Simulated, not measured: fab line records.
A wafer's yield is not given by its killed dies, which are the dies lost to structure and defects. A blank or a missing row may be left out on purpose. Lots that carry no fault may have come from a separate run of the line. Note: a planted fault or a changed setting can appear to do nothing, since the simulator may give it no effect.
Matching of chambers    flow n5Finfet    N5_BEOL_M11_ALD_74 on aldMetal-03 has 4 sister chambers
The step deposits TaN, target thk 2 nm, pulse time 2 s, purge time 3 s. 16 wafers are shown with their chamber, then 7 later ones without.

## WAFERS WITH THEIR CHAMBER
wafer   chamber  heaterPowerW (W)  chamberPressureTorr (Torr)  susceptorTempC (C)
L102.2  2        415               3.000                       275.05
L102.4  1        326               2.992                       275.26
L102.5  1        342               2.989                       274.98
L103.4  1        334               2.996                       275.19
L103.5  3        433               2.996                       275.36
L103.6  0        378               2.986                       274.82
L107.3  2        419               3.008                       274.95
L107.4  0        369               3.003                       274.92
L107.5  2        430               3.015                       274.96
L110.2  1        334               3.003                       274.71
L110.3  3        433               3.000                       275.01
L110.4  0        383               3.007                       275.26
L111.4  0        375               2.995                       275.12
L111.5  2        418               2.997                       274.85
L111.6  3        429               3.003                       274.71
L112.2  2        420               3.003                       274.88

SIGNATURES, as means of the wafers listed above
reading              chamber 0  chamber 1  chamber 2  chamber 3  scatter within a chamber
heaterPowerW         376.25     334.00     420.40     431.67     5.56
chamberPressureTorr  2.99775    2.99500    3.00460    2.99967    0.00704
susceptorTempC       275.0300   275.0350   274.9380   275.0267   0.211
Rule: distance of a wafer from a chamber = root of the sum over the readings of ((wafer's reading minus chamber's mean) / reading's scatter) squared. If the next closest chamber is less than 2 further off than the closest, the wafer can't be placed; otherwise it belongs to the closest. The scatter: the root of (the sum of the squares of (reading less its chamber's mean) over the shown wafers, divided by (wafers less chambers)).

## WAFERS MISSING THEIR CHAMBER
wafer   heaterPowerW (W)  chamberPressureTorr (Torr)  susceptorTempC (C)
L112.6  440               3.002                       275.00
L117.3  368               2.999                       275.25
L114.2  428               3.003                       275.05
L114.6  425               2.995                       274.94
L109.1  430               3.002                       275.09
L109.3  377               3.013                       274.95
L109.6  369               2.999                       275.30

## EACH ONE'S CHAMBER
wafer   from the rows above      in truth
L112.6  3                        3
L117.3  0                        0
L114.2  can't be placed: 3 or 2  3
L114.6  can't be placed: 3 or 2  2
L109.1  can't be placed: 3 or 2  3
L109.3  0                        0
L109.6  0                        0
Correct placement for 4 of the 7. From these rows, 3 cannot be placed; in 3 the true chamber is one of the candidates. 0 placed wrongly.
